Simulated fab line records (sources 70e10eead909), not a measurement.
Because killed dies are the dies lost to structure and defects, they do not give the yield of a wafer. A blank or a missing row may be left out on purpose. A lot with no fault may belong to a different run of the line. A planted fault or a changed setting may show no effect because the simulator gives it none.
Problem report in the 8D (eight disciplines) form, filled by code -- flow nand-harc -- the parts of the form that need people (team, actions taken, sign-off) are left out

## 1. WHAT WENT WRONG
Mean of thk-nm at NHARC_A_ONON_D1_THK_MEAS_27: 1879 nm across 6 wafers in 2 lots; on wafers with no fault it is 1000 nm (standard deviation 10). Relative to the usual mean, that is a shift of +88 standard deviations.
The step: measures by ellipsometry.
Seen first at day 12 06:22 on film-metro-01, wafer L917.2. The record holds 42 wafers of 14 lots with a number at this step. The rule behind "out" and "out of limits": a value lying over 4 standard deviations away from the usual mean. The rest of the wafers with a number are treated as sound.

## 2. WHAT THIS IS AND IS NOT
question,is,is not
which readings at this step,thk-nm,-
which lots,"L917, L919","L901, L903, L904, L905, L906, L907, L908, L909, L910, L911, L912, L924"
which wafers of those lots,all that have a number,-
read on which gauges,film-metro-01,film-metro-02
when,from day 12 06:22,up to then (33 sound wafers); but 3 sound wafers of L924 came after

## 3. SUSPECTS, AND WHAT RULES EACH OUT
Counting: a tool at any process step up to the reading remains a suspect when it ran all the lots that are out and ran no sound lot after the first of those.
- the gauge at NHARC_A_ONON_D1_THK_MEAS_27: kept. All the wafers that are out were read on film-metro-01, and no step on other tools shows them out.
- pecvd-onon-03 at NHARC_A_ONON_D1_DEP_25 (target thk 1000 nm): kept. It ran every lot that is out, first L917 (day 12 05:54), and no sound lot after that; its last sound lot up to then is L912 (day 10 15:53).
Left after counting: pecvd-onon-03 at NHARC_A_ONON_D1_DEP_25, film-metro-01 at NHARC_A_ONON_D1_THK_MEAS_27.

## 4. THE CAUSE (what the simulator had put in)
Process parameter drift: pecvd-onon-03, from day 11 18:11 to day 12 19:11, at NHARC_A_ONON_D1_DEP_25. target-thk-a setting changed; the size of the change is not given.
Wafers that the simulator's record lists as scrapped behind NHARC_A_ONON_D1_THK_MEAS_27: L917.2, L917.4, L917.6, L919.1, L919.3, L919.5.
Counting left 2 suspects, and this tool is among them.

## 5. SEQUENCE OF EFFECTS, ordered by route
One row per reading whose mean, taken over the struck wafers that have a number, lies over 3 standard deviations from the usual. Scope: only readings with a usual standard deviation given in the record; hours: median across lots of the time from each lot's start at the first step in this table that gives one to its start at this step; sigmas: change in usual standard deviations.
hours,step,reading,usual,on struck wafers,change,sigmas
0,NHARC_A_ONON_D1_THK_MEAS_27,thk-nm,1000 nm,1879,+879,+88

## 6. WHAT WOULD HAVE CAUGHT IT SOONER
Counted from the fault's start at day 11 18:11, it took 12 hours until the first out-of-limits reading at a measuring or inspecting step in this record, taken at day 12 06:22.
Tool readings at NHARC_A_ONON_D1_DEP_25 with a usual standard deviation given in the record: none out on any struck wafer, hence no alarm at a limit of 4 standard deviations on them.
Among the 2 lots that are out, L919 began NHARC_A_ONON_D1_DEP_25 on pecvd-onon-03 after day 12 06:22. Putting the tool on hold at that point would have spared it.
